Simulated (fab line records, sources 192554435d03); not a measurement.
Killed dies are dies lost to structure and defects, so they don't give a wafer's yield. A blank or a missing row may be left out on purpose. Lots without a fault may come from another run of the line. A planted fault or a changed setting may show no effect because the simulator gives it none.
A struck lot beside a sound one | flow n5_finfet | 30 steps out of a route of 1938
Sound: wafers L478.1, L478.2, L478.3. Struck: wafer L470.2. (L470.3, L470.5 of the same lot were not struck and are left out.) The cause comes at the end.
At each step with rows: each side's tool, then ch and its chambers, then its first start. Under that, the readings that differ: sound wafers | struck wafers | difference of the means | sigmas: that difference in standard deviations of wafers without a fault.
alike: readings whose means differ by less than 2 such deviations, and words and numbers that are the same on both sides. not compared: withheld readings, readings that some wafer has no value for, bounds like >300 that may hide the same value, and numbers for which the record gives no deviation and whose values overlap.
The two part at a step that has a row with sigmas, a row that says differs or no value, or rows on one side only. Numbers that don't overlap but have no deviation are shown without sigmas and don't part them. A reading that every wafer of one side lacks parts them only if that side has two wafers or more.

first, 9 steps without rows for these wafers: N5_BEOL_M4_COAT_62 (time 60 s, resist thk 12 nm); N5_BEOL_M4_COAT_73 (time 60 s, resist thk 5 nm); N5_BEOL_M4_COAT_05 (resist thk 30 nm); N5_BEOL_M4_EBR_07; N5_BEOL_M4_SOFTBAKE_06 (time 60 s); N5_BEOL_M4_EXPOSE_08 (exposes mask M4); N5_BEOL_M4_PEB_09 (peb time 60 s); N5_BEOL_M4_DEVELOP_10 (develop time 30 s); N5_BEOL_M4_DESCUM_16 (chemistry O2, time 7 s).
N5_BEOL_M4_ETCH_74: etches underlayer in N2/H2, target depth 6.5 nm, time 5.2 s.
  sound on rie_diel-06 ch 1,2,3, day 11 04:05; struck on rie_diel-02 ch 3, day 8 03:01
  alike: drypump_motor_current_A, etch_rf_on_time_s, oes_product_au, rf_vpp_V, showerhead_plenum_p_Torr, throttle_valve_pct
  not compared: rf_hours_counter_h
then, 16 steps without rows for these wafers: N5_BEOL_M4_ETCH_63 (etches SiARC in CF4, target depth 15.6 nm, time 26 s); N5_BEOL_M4_ETCH_64 (etches SOC in N2/H2, target depth 75 nm, overetch 22.5 nm, time 121.9 s); N5_BEOL_M4_STRIP_65 (strips in N2/H2); N5_BEOL_M4_STRIP_75 (strips in N2/H2); N5_BEOL_M4_STRIP_66 (strips in CF4); N5_BEOL_M4_HM_OPEN_17 (chemistry Cl2/BCl3, target TiN, target depth 20 nm, overetch 6 nm); N5_BEOL_M4_STRIP_19 (strips in O2); N5_BEOL_M4_COAT_67 (time 60 s, resist thk 60 nm); N5_BEOL_M4_COAT_68 (time 60 s, resist thk 12 nm); N5_BEOL_M4_COAT_76 (time 60 s, resist thk 5 nm); N5_BEOL_M4_COAT_22 (resist thk 30 nm); N5_BEOL_M4_EBR_24; N5_BEOL_M4_SOFTBAKE_23 (time 60 s); N5_BEOL_M4_EXPOSE_25 (exposes mask V3, defocus 5 nm); N5_BEOL_M4_PEB_26 (peb time 60 s); N5_BEOL_M4_DEVELOP_27 (develop time 30 s).
N5_BEOL_M4_INSPECT_30: inspects for defects (brightfield).
  sound on defect_inspect-01, day 11 04:53; struck on defect_inspect-02, day 8 03:55
  reading          | sound       | struck | difference | sigmas
  raw_defect_count | 222 285 303 | 780    | +510       | +5
then, 1 step without rows for these wafers: N5_BEOL_M4_DESCUM_33 (chemistry O2, time 7 s).
N5_BEOL_M4_RC_MEAS_101:
  sound on prober-02 ch 0, day 11 11:55; struck on prober-01 ch 0, day 8 09:34
  reading       | sound       | struck | difference | sigmas
  ION_N (uA/um) | 672 656 668 | 683    | +18        | +2
  alike: DIBL_N, DIBL_P, IOFF_N, IOFF_P, ION_P, SS_N, SS_P, VT_N, VT_P
-- the record jumps here: 5 days lie between the struck wafers' starts before and after (it left off in module BEOL_M4 and takes up again in module PASSIVATION, whose first step shown is number 1936 of the route) --
N5_PASSIVATION_PROBE_49:
  the record has rows for the struck wafers here (prober-02, day 13 01:45) and none for the sound ones

WHERE THEY PART
First at N5_BEOL_M4_INSPECT_30; last, within this record, at N5_PASSIVATION_PROBE_49.

WHY: what the simulator had put in
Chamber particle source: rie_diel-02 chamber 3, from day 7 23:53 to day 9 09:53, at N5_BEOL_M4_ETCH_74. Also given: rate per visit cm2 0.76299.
